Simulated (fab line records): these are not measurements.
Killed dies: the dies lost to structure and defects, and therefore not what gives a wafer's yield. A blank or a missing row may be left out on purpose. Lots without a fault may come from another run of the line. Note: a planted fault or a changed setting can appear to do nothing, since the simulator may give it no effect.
Struck lot and sound lot, side by side ; flow nand_harc ; 15 steps out of a route of 1159
Sound: the wafers L783.2, L783.5, L783.6. Struck: wafers L793.2, L793.4, L793.6. The cause is given at the end.
For every step that has rows: the tool of each side, followed by ch and its chambers, followed by its first start. Under that, the readings that differ: sound wafers ; struck wafers ; difference of the means ; sigmas: that difference in standard deviations of wafers without a fault.
alike: words and numbers the same on both sides, and readings whose means are apart by under 2 such deviations; not compared: readings that were withheld, readings missing a value for some wafer, numbers with overlapping values and no deviation given by the record, and bounds like >300 which may hide the same value.
Wherever a step has rows on one side only, a row that says differs or no value, or a row with sigmas, the two part there. Numbers that don't overlap but have no deviation are shown without sigmas and don't part them. A reading missing from all wafers of one side parts the sides only when that side holds two or more wafers.

NHARC_A_M1_PRE_CLEAN_32: time 12 s.
  sound on pecvd-03 ch 0,1, day 18 21:58; struck on pecvd-01 ch 0,2, day 20 18:43
  alike: heater_power_outer_w, heater_power_w
NHARC_A_M1_DEP_33: deposits SiCN, target thk 30 nm.
  sound on pecvd-03 ch 0,1, day 18 22:03; struck on pecvd-01 ch 0,2, day 20 18:50
  alike: heater_power_outer_w, heater_power_w
NHARC_A_BONDPAD_DEP_00: deposits SiCN, target thk 250 nm.
  sound on pecvd-02 ch 0,2, day 18 22:39; struck on pecvd-02 ch 0,1, day 20 19:23
  alike: heater_power_outer_w, heater_power_w
NHARC_A_BONDPAD_CMP_29: polishes SiCN, target thk 200 nm.
  sound on cmp-04 ch 2,3, day 18 23:01; struck on cmp-03 ch 1,2,3, day 20 19:54
  alike: motor_current_A
NHARC_A_BONDPAD_THK_MEAS_30: measures by ellipsometry.
  struck on film_metro-01, day 20 20:06; sound on film_metro-02, day 18 23:16
  alike: thk_nm
then, 7 steps without rows for these wafers: NHARC_A_BONDPAD_SRD_31; NHARC_A_BONDPAD_DEHYDRATE_01 (time 120 s); NHARC_A_BONDPAD_HMDS_02 (time 30 s); NHARC_A_BONDPAD_COAT_33 (time 65 s); NHARC_A_BONDPAD_COAT_03 (resist thk 600 nm); NHARC_A_BONDPAD_SOFTBAKE_04 (time 70 s); NHARC_A_BONDPAD_EBR_05.
NHARC_A_BONDPAD_EXPOSE_06: exposes mask A BPAD.
  sound on krf_scanner-03 ch 0, day 18 23:41; struck on krf_scanner-03 ch 0, day 20 20:24
reading;sound;struck;difference;sigmas
exposure_dose_mJ_cm2;36.96 36.90 36.92;43.43 43.44 43.38;+6.49;+99 or more
  alike: mask
then, 1 step without rows for these wafers: NHARC_A_BONDPAD_PEB_07 (peb time 80 s).
NHARC_END_SORT_01:
  sound on prober-01 ch 0, day 20 13:33; struck on prober-02 ch 0, day 22 02:49
  alike: defect_limited_yield, killed_at_array, killed_at_other, killed_at_periphery, killed_dies, killed_open, killed_short, sort_bin_2_pct, sort_bin_3_pct, sort_bin_4_pct, sort_n_pass, sort_rim_yield_pct, sort_yield_pct

== WHERE THEY PART ==
NHARC_A_BONDPAD_EXPOSE_06 only, going by this record. Later steps at which nothing parts them and some readings are alike: NHARC_END_SORT_01.

WHY: whatever the simulator had introduced
Drift in process parameters on krf_scanner-03 at NHARC_A_BONDPAD_EXPOSE_06, starting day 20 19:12. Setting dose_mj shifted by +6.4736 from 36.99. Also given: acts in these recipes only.
